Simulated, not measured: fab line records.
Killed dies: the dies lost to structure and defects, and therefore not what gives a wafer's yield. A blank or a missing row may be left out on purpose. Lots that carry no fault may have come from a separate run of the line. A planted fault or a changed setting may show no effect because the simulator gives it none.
Split-lot trial -- flow n5_finfet -- 39 wafers read from 7 lots, route of 1938 steps

## ABOUT THE SPLIT
At N5_DUMMY_GATE_CVD_03 (deposits a-Si from SiH4, target thk 150 nm, time 8042 s), the setting temp_c was moved away from the recipe's 530 C on 24 of the 39 wafers read, by -3.8% to +2.8%. This setting was run at the recipe's value on the other wafers.

Reading taken at the split's own step.

## THE READING
a-Si_of_DUMMY_GATE_CVD_03.thk_nm (the simulator's own value, which no gauge read), in nm, at N5_DUMMY_GATE_CVD_03 (deposits a-Si from SiH4, target thk 150 nm, time 8042 s). No usual value for it is given in the file. Here, 15 wafers ran the recipe; their average is 150.4 nm with a standard deviation of 0.84 nm.

wafer,"tool, chamber at the split","temp_c as run, C",against the recipe,"a-Si_of_DUMMY_GATE_CVD_03.thk_nm, nm",against lot-mates on the recipe
L076.1,"-, -",530,recipe,151.8,-
L076.2,"-, -",530,recipe,151.6,-
L076.3,"-, -",530,recipe,150.6,-
L076.4,"-, -",530,recipe,150.6,-
L076.5,"-, -",530,recipe,151,-
L076.6,"-, -",530,recipe,150.8,-
L077.1,"lpcvd-01, 1/65",530,recipe,150.4,-
L077.4,"lpcvd-01, 1/79",530,recipe,149,-
L077.6,"lpcvd-01, 1/89",530,recipe,149.8,-
L079.1,"-, -",544.8,+2.8%,226.4,no lot-mate on the recipe
L079.2,"-, -",544.8,+2.8%,227.6,no lot-mate on the recipe
L079.3,"-, -",544.8,+2.8%,226,no lot-mate on the recipe
L079.6,"-, -",544.8,+2.8%,226,no lot-mate on the recipe
L079.4,"-, -",544.8,+2.8%,226.2,no lot-mate on the recipe
L079.5,"-, -",544.8,+2.8%,226.2,no lot-mate on the recipe
L080.1,"-, -",518.2,-2.2%,106,no lot-mate on the recipe
L080.2,"-, -",518.2,-2.2%,107.6,no lot-mate on the recipe
L080.3,"-, -",518.2,-2.2%,106.4,no lot-mate on the recipe
L080.6,"-, -",518.2,-2.2%,106.4,no lot-mate on the recipe
L080.4,"-, -",518.2,-2.2%,108.6,no lot-mate on the recipe
L080.5,"-, -",518.2,-2.2%,107.4,no lot-mate on the recipe
L083.1,"-, -",542.6,+2.4%,214,no lot-mate on the recipe
L083.2,"-, -",542.6,+2.4%,212.8,no lot-mate on the recipe
L083.3,"-, -",542.6,+2.4%,213.6,no lot-mate on the recipe
L083.4,"-, -",542.6,+2.4%,213.6,no lot-mate on the recipe
L083.5,"-, -",542.6,+2.4%,215,no lot-mate on the recipe
L083.6,"-, -",542.6,+2.4%,213.4,no lot-mate on the recipe
L085.1,"-, -",509.6,-3.8%,81.2,no lot-mate on the recipe
L085.2,"-, -",509.6,-3.8%,83.2,no lot-mate on the recipe
L085.3,"-, -",509.6,-3.8%,83.6,no lot-mate on the recipe
L085.4,"-, -",509.6,-3.8%,82.8,no lot-mate on the recipe
L085.5,"-, -",509.6,-3.8%,82.6,no lot-mate on the recipe
L085.6,"-, -",509.6,-3.8%,81.6,no lot-mate on the recipe
L091.1,"-, -",530,recipe,151,-
L091.2,"-, -",530,recipe,150.2,-
L091.3,"-, -",530,recipe,149.4,-
L091.4,"-, -",530,recipe,150,-
L091.5,"-, -",530,recipe,148.8,-
L091.6,"-, -",530,recipe,150.8,-

FIT RESULTS
A straight line over all 39 wafers: a-Si_of_DUMMY_GATE_CVD_03.thk_nm changes by +21.9 nm for each +1% of temp_c; r = +0.99; the points scatter about the line by 6.9 nm.
Too few moved wafers with a lot-mate on the recipe to fit a line net of each lot's own level.

## FILE'S OWN FIT
a-Si_of_DUMMY_GATE_CVD_03.thk_nm changes by +21.9 nm for each +1% of temp_c, r = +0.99.
